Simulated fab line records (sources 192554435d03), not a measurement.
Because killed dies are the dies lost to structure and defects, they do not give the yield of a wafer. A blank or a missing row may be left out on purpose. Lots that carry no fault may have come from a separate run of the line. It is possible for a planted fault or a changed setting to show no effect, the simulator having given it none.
Comparing a struck lot with a sound one :: flow n5_finfet :: 27 out of 1938 route steps
Sound: the wafers L616.1, L616.4, L616.6. Struck: wafer L631.6. The cause is named last.
Per side, at each step with rows, come the tool, then ch with its chambers, and then its first start. Under that, the readings that differ: sound wafers :: struck wafers :: difference of the means :: sigmas: that difference in standard deviations of wafers without a fault.
alike: readings whose means differ by less than 2 such deviations, and words and numbers that are the same on both sides. not compared: withheld readings, readings that some wafer has no value for, bounds like >300 that may hide the same value, and numbers for which the record gives no deviation and whose values overlap.
A row with sigmas, a row that says differs or no value, or rows on one side alone: a step with any of these is where the two part. Numbers that don't overlap but have no deviation are shown without sigmas and don't part them. A reading that every wafer of one side lacks parts them only if that side has two wafers or more.

first, 6 steps without rows for these wafers: N5_DUMMY_GATE_COAT_09 (resist thk 30 nm); N5_DUMMY_GATE_EBR_11; N5_DUMMY_GATE_SOFTBAKE_10 (time 60 s); N5_DUMMY_GATE_EXPOSE_12 (exposes mask GATE, target cd 25 nm); N5_DUMMY_GATE_PEB_13 (peb time 60 s); N5_DUMMY_GATE_DEVELOP_14 (develop time 30 s).
N5_DUMMY_GATE_CD_MEAS_15: the cd target is 25.8 nm.
  sound on cd_sem-01 ch 0, day 3 07:05; struck on cd_sem-01 ch 0, day 7 00:25
  alike: cd_nm
N5_DUMMY_GATE_OVL_MEAS_16:
  sound on overlay-02 ch 0, day 3 07:08; struck on overlay-01 ch 0, day 7 00:28
  alike: GATE_OVL
N5_DUMMY_GATE_INSPECT_17: inspects for defects (brightfield).
  sound: defect_inspect-02 at day 3 07:11; struck: defect_inspect-02 at day 7 00:30
  alike: raw_defect_count
then, 1 step without rows for these wafers: N5_DUMMY_GATE_DESCUM_20 (chemistry O2, time 6.2 s).
N5_DUMMY_GATE_ETCH_29: etches underlayer in N2/H2, target depth 13 nm.
  sound on rie_diel-03 ch 0,1,2, day 3 07:17; struck on rie_diel-06 ch 0, day 7 00:37
  alike: drypump_motor_current_A, oes_product_au, rf_fwd_power_W, rf_vpp_V, showerhead_plenum_p_Torr, throttle_valve_pct
  not compared: rf_hours_counter_h
then, 1 step without rows for these wafers: N5_DUMMY_GATE_ETCH_36 (etches SiARC in CF4, target depth 13 nm).
N5_DUMMY_GATE_ETCH_37: etches SOC in N2/H2, target depth 60 nm, overetch 30 nm.
  sound on rie_diel-03 ch 0,1,2, day 3 07:22; struck on rie_diel-06 ch 0, day 7 00:41
reading: rf_fwd_power_W (W)
sound: 829 832 829
struck: 1034
difference: +204
sigmas: +58

reading: rf_vpp_V (V)
sound: 526.6 522.9 521.2
struck: 487.5
difference: -36.1
sigmas: -13

reading: model.SiARC_of_DUMMY_GATE_COAT_35.thk_nm (nm)
sound: 5 5 5
struck: 4.6
difference: -0.4
sigmas: 
  alike: drypump_motor_current_A, oes_product_au, showerhead_plenum_p_Torr, throttle_valve_pct
  not compared: rf_hours_counter_h
then, 2 steps without rows for these wafers: N5_DUMMY_GATE_STRIP_38 (strips in N2/H2); N5_DUMMY_GATE_STRIP_39 (strips in N2/H2).
N5_DUMMY_GATE_TRIM_49: chemistry O2, time 29 s, target cd 14 nm.
  sound on rie_si-05 ch 1,2, day 3 07:27; struck on rie_si-05 ch 1, day 7 00:47
  alike: drypump_motor_current_A, oes_product_au, throttle_valve_pct
  not compared: rf_hours_counter_h, model.DUMMY_GATE.cd_nm
N5_DUMMY_GATE_STRIP_40: strips in CF4.
  sound on rie_diel-02 ch 0,3, day 3 07:33; struck on rie_diel-02 ch 1, day 7 00:52
  alike: bias_power_w, drypump_motor_current_A, oes_product_au, power_w, rf_vpp_V, showerhead_plenum_p_Torr, throttle_valve_pct
  not compared: rf_hours_counter_h
N5_DUMMY_GATE_CD_MEAS_50: the cd target is 14 nm.
  sound: cd_sem-02 at day 3 07:36; struck: cd_sem-01 at day 7 00:55
  alike: cd_nm
N5_DUMMY_GATE_ETCH_31: etches SiO2 in C4F6/O2, target depth 82.5 nm, time 27.5 s.
  sound on rie_diel-02 ch 1,2, day 3 07:39; struck on rie_diel-06 ch 2, day 7 00:59
reading: drypump_motor_current_A (A)
sound: 6.2 6.2 6.2
struck: 5.2
difference: -1.0
sigmas: -3

reading: rf_fwd_power_W (W)
sound: 344.6 342.8 340.6
struck: 338.2
difference: -4.5
sigmas: -3
  alike: oes_product_au, rf_vpp_V, showerhead_plenum_p_Torr, throttle_valve_pct
  not compared: rf_hours_counter_h
N5_DUMMY_GATE_STRIP_41: strips in O2.
  sound on rie_diel-02 ch 1,2, day 3 07:41; struck on rie_diel-06 ch 2, day 7 01:01
reading: drypump_motor_current_A (A)
sound: 6.3 6.2 6.3
struck: 5.3
difference: -1.0
sigmas: -2
  alike: oes_product_au, rf_vpp_V, showerhead_plenum_p_Torr, throttle_valve_pct
  not compared: rf_hours_counter_h
then, 2 steps without rows for these wafers: N5_DUMMY_GATE_HM_OPEN_21 (chemistry CH3F/O2, target SiNx, target depth 120 nm, time 171.4 s); N5_DUMMY_GATE_ETCH_32 (etches SiO2 in CF4, target depth 3.5 nm, time 3.9 s).
N5_DUMMY_GATE_ETCH_23: etches poly-Si in HBr/Cl2/O2, target depth 41 nm, time 22.3 s.
  sound on rie_si-01 ch 0,2,3, day 3 07:56; struck on rie_si-05 ch 2, day 7 01:16
  alike: drypump_motor_current_A, oes_product_au, rf_fwd_power_W, throttle_valve_pct
  not compared: rf_hours_counter_h
then, 1 step without rows for these wafers: N5_DUMMY_GATE_ETCH_44 (etches poly-Si in HBr/O2, stops on SiO2, target depth 127.5 nm).
N5_DUMMY_GATE_CD_MEAS_24: the cd target is 15 nm.
  sound: cd_sem-02 at day 3 08:05; struck: cd_sem-02 at day 7 01:25
  alike: cd_nm
N5_DUMMY_GATE_ETCH_42: etches SiO2 in CHF3/O2, target depth 3.5 nm, time 31 s.
  sound on rie_diel-02 ch 0,1, day 3 08:08; struck on rie_diel-03 ch 3, day 7 01:28
reading: throttle_valve_pct (%)
sound: 18.41 18.40 18.38
struck: 19.16
difference: +0.76
sigmas: +3
  alike: drypump_motor_current_A, oes_product_au, rf_fwd_power_W, rf_vpp_V, showerhead_plenum_p_Torr
  not compared: rf_hours_counter_h, model.DUMMY_GATE.cd_nm
then, 1 step without rows for these wafers: N5_DUMMY_GATE_STRIP_48 (strips in N2/H2, time 20 s).

## WHERE THEY PART
Last at N5_DUMMY_GATE_ETCH_42 as far as this record goes, first at N5_DUMMY_GATE_ETCH_37.

WHY: what had been put in by the simulator
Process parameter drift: rie_diel-06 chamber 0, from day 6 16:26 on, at N5_DUMMY_GATE_ETCH_37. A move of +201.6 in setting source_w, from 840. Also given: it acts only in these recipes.
